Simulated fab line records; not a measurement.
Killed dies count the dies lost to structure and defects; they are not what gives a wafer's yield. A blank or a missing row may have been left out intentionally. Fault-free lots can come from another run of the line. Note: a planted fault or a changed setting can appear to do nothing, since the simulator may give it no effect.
Split-lot trial :: flow n5 finfet :: 39 wafers read across 7 lots, on a route 1938 steps long

== THE SPLIT ITSELF ==
At N5_WELL_APT_IMPLANT_31, the setting energy kev was moved away from the recipe's 60 on 18 of the 39 wafers read, by -10.7% to +9.6%. The other wafers ran this setting at the recipe's value.

Reading taken at the split's own step.

== THE READING ==
The simulator's own value implant.drp nm, read by no gauge, in nm at N5_WELL_APT_IMPLANT_31. There is no usual value for it anywhere in the file.

wafer: L078.1
tool, chamber at the split: implanter-02, 0
energy kev as run: 60
against the recipe: recipe
implant.drp nm, nm: 64.53
against lot-mates on the recipe: -

wafer: L078.3
tool, chamber at the split: implanter-02, 0
energy kev as run: 60
against the recipe: recipe
implant.drp nm, nm: 64.53
against lot-mates on the recipe: -

wafer: L078.6
tool, chamber at the split: implanter-02, 0
energy kev as run: 60
against the recipe: recipe
implant.drp nm, nm: 64.53
against lot-mates on the recipe: -

wafer: L078.2
tool, chamber at the split: implanter-02, 0
energy kev as run: 64.45
against the recipe: +7.4%
implant.drp nm, nm: 66.97
against lot-mates on the recipe: +2.44

wafer: L078.4
tool, chamber at the split: implanter-02, 0
energy kev as run: 64.45
against the recipe: +7.4%
implant.drp nm, nm: 66.97
against lot-mates on the recipe: +2.44

wafer: L078.5
tool, chamber at the split: implanter-02, 0
energy kev as run: 64.45
against the recipe: +7.4%
implant.drp nm, nm: 66.97
against lot-mates on the recipe: +2.44

wafer: L081.2
tool, chamber at the split: implanter-01, 0
energy kev as run: 60
against the recipe: recipe
implant.drp nm, nm: 64.53
against lot-mates on the recipe: -

wafer: L081.5
tool, chamber at the split: implanter-01, 0
energy kev as run: 60
against the recipe: recipe
implant.drp nm, nm: 64.53
against lot-mates on the recipe: -

wafer: L081.6
tool, chamber at the split: implanter-01, 0
energy kev as run: 60
against the recipe: recipe
implant.drp nm, nm: 64.53
against lot-mates on the recipe: -

wafer: L089.1
tool, chamber at the split: implanter-02, 0
energy kev as run: 65.77
against the recipe: +9.6%
implant.drp nm, nm: 67.67
against lot-mates on the recipe: +3.14

wafer: L089.2
tool, chamber at the split: implanter-02, 0
energy kev as run: 65.77
against the recipe: +9.6%
implant.drp nm, nm: 67.67
against lot-mates on the recipe: +3.14

wafer: L089.3
tool, chamber at the split: implanter-02, 0
energy kev as run: 65.77
against the recipe: +9.6%
implant.drp nm, nm: 67.67
against lot-mates on the recipe: +3.14

wafer: L089.4
tool, chamber at the split: implanter-02, 0
energy kev as run: 60
against the recipe: recipe
implant.drp nm, nm: 64.53
against lot-mates on the recipe: -

wafer: L089.5
tool, chamber at the split: implanter-02, 0
energy kev as run: 60
against the recipe: recipe
implant.drp nm, nm: 64.53
against lot-mates on the recipe: -

wafer: L089.6
tool, chamber at the split: implanter-02, 0
energy kev as run: 60
against the recipe: recipe
implant.drp nm, nm: 64.53
against lot-mates on the recipe: -

wafer: L090.1
tool, chamber at the split: implanter-02, 0
energy kev as run: 62.35
against the recipe: +3.9%
implant.drp nm, nm: 65.84
against lot-mates on the recipe: +1.31

wafer: L090.2
tool, chamber at the split: implanter-02, 0
energy kev as run: 62.35
against the recipe: +3.9%
implant.drp nm, nm: 65.84
against lot-mates on the recipe: +1.31

wafer: L090.4
tool, chamber at the split: implanter-02, 0
energy kev as run: 62.35
against the recipe: +3.9%
implant.drp nm, nm: 65.84
against lot-mates on the recipe: +1.31

wafer: L090.3
tool, chamber at the split: implanter-02, 0
energy kev as run: 60
against the recipe: recipe
implant.drp nm, nm: 64.53
against lot-mates on the recipe: -

wafer: L090.5
tool, chamber at the split: implanter-02, 0
energy kev as run: 60
against the recipe: recipe
implant.drp nm, nm: 64.53
against lot-mates on the recipe: -

wafer: L090.6
tool, chamber at the split: implanter-02, 0
energy kev as run: 60
against the recipe: recipe
implant.drp nm, nm: 64.53
against lot-mates on the recipe: -

wafer: L093.1
tool, chamber at the split: implanter-01, 0
energy kev as run: 64.13
against the recipe: +6.9%
implant.drp nm, nm: 66.8
against lot-mates on the recipe: +2.27

wafer: L093.4
tool, chamber at the split: implanter-01, 0
energy kev as run: 64.13
against the recipe: +6.9%
implant.drp nm, nm: 66.8
against lot-mates on the recipe: +2.27

wafer: L093.6
tool, chamber at the split: implanter-01, 0
energy kev as run: 64.13
against the recipe: +6.9%
implant.drp nm, nm: 66.8
against lot-mates on the recipe: +2.27

wafer: L093.2
tool, chamber at the split: implanter-01, 0
energy kev as run: 60
against the recipe: recipe
implant.drp nm, nm: 64.53
against lot-mates on the recipe: -

wafer: L093.3
tool, chamber at the split: implanter-01, 0
energy kev as run: 60
against the recipe: recipe
implant.drp nm, nm: 64.53
against lot-mates on the recipe: -

wafer: L093.5
tool, chamber at the split: implanter-01, 0
energy kev as run: 60
against the recipe: recipe
implant.drp nm, nm: 64.53
against lot-mates on the recipe: -

wafer: L092.1
tool, chamber at the split: implanter-02, 0
energy kev as run: 63.93
against the recipe: +6.5%
implant.drp nm, nm: 66.7
against lot-mates on the recipe: +2.17

wafer: L092.2
tool, chamber at the split: implanter-02, 0
energy kev as run: 63.93
against the recipe: +6.5%
implant.drp nm, nm: 66.7
against lot-mates on the recipe: +2.17

wafer: L092.6
tool, chamber at the split: implanter-02, 0
energy kev as run: 63.93
against the recipe: +6.5%
implant.drp nm, nm: 66.7
against lot-mates on the recipe: +2.17

wafer: L092.3
tool, chamber at the split: implanter-02, 0
energy kev as run: 60
against the recipe: recipe
implant.drp nm, nm: 64.53
against lot-mates on the recipe: -

wafer: L092.4
tool, chamber at the split: implanter-02, 0
energy kev as run: 60
against the recipe: recipe
implant.drp nm, nm: 64.53
against lot-mates on the recipe: -

wafer: L092.5
tool, chamber at the split: implanter-02, 0
energy kev as run: 60
against the recipe: recipe
implant.drp nm, nm: 64.53
against lot-mates on the recipe: -

wafer: L095.1
tool, chamber at the split: implanter-02, 0
energy kev as run: 60
against the recipe: recipe
implant.drp nm, nm: 64.53
against lot-mates on the recipe: -

wafer: L095.2
tool, chamber at the split: implanter-02, 0
energy kev as run: 60
against the recipe: recipe
implant.drp nm, nm: 64.53
against lot-mates on the recipe: -

wafer: L095.4
tool, chamber at the split: implanter-02, 0
energy kev as run: 60
against the recipe: recipe
implant.drp nm, nm: 64.53
against lot-mates on the recipe: -

wafer: L095.3
tool, chamber at the split: implanter-02, 0
energy kev as run: 53.61
against the recipe: -10.7%
implant.drp nm, nm: 60.73
against lot-mates on the recipe: -3.80

wafer: L095.5
tool, chamber at the split: implanter-02, 0
energy kev as run: 53.61
against the recipe: -10.7%
implant.drp nm, nm: 60.73
against lot-mates on the recipe: -3.80

wafer: L095.6
tool, chamber at the split: implanter-02, 0
energy kev as run: 53.61
against the recipe: -10.7%
implant.drp nm, nm: 60.73
against lot-mates on the recipe: -3.80

FIT RESULTS
A straight line over all 39 wafers: implant.drp nm changes by +0.34 nm for each +1% of energy kev; r = +1.00; the points scatter about the line by 0.058 nm.
The same after taking each lot's own level away (the mean of its wafers on the recipe; 39 wafers): +0.34 nm for each +1%; r = +1.00; scatter 0.058 nm.
Per that fit: largest energy kev move, reading shift of 3.6 nm.
The lots' own levels span 64.530 to 64.530 nm.
The two slopes are in agreement: the lot-to-lot level therefore moves the slope only a little.
Check: -3.64 nm against its lot-mates is what the line predicts for one of the wafers moved furthest among these (-10.7%) when that wafer is left out of the fit. It came out at -3.8 nm against them.

== THE WHOLE CHAIN: every reading that the file lists as answering this split, in the file's order ==
step: N5_WELL_APT_IMPLANT_31
what it does: 
reading: implant.rp nm (the simulator's own value, which no gauge read)
change (the file's fit): +2.37 nm for each +1% of the setting
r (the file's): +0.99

step: N5_WELL_APT_IMPLANT_31
what it does: 
reading: implant.drp nm (the simulator's own value, which no gauge read)
change (the file's fit): +0.338 nm for each +1% of the setting
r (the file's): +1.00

== THE FILE'S OWN FIT ==
implant.drp nm changes by +0.338 nm for each +1% of energy kev, r = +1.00.
